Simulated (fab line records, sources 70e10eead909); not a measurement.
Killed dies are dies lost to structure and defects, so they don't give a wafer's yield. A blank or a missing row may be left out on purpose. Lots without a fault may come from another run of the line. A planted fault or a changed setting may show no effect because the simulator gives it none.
Chamber matching | flow nand_harc | NHARC_P_BONDPAD_ETCH_37 on rie_diel-05: 4 sister chambers
The step etches the open film in N2/H2, target depth 60 nm, overetch 18 nm, time 65.91 s. 4 wafers are shown with their chamber, then 8 later ones without.

WAFERS WITH THEIR CHAMBER
wafer  | chamber | drypump_motor_current_A (A)
L472.1 | 3       | 5.7
L474.5 | 1       | 6.6
L474.6 | 2       | 5.0
L477.1 | 0       | 6.2

WAFERS WITHOUT THEIR CHAMBER
wafer  | drypump_motor_current_A (A)
L477.3 | 6.6
L477.4 | 5.7
L478.1 | 5.0
L478.2 | 6.6
L478.3 | 5.6
L479.2 | 5.7
L479.4 | 5.0
L479.6 | 6.6

WHICH CHAMBER EACH WENT THROUGH
wafer  | from the rows above | in truth
L477.3 | 1                   | 1
L477.4 | 3                   | 3
L478.1 | 2                   | 2
L478.2 | 1                   | 1
L478.3 | 3                   | 3
L479.2 | 3                   | 3
L479.4 | 2                   | 2
L479.6 | 1                   | 1
Placed correctly: 8 of 8. Can't be placed from these rows: 0. Placed wrongly: 0.
How it was worked out, from the rows above alone: a wafer's distance from a chamber is the root of the sum, over the readings, of the square of ((its reading less the chamber's mean) divided by the reading's scatter). The wafer belongs to the nearest chamber; if the next one is less than 2 further off, it can't be placed. A chamber's mean is the mean of its shown wafers. The scatter: with one shown wafer a chamber, the root of the mean of the squares of how far each hidden wafer lies from its nearest shown one.
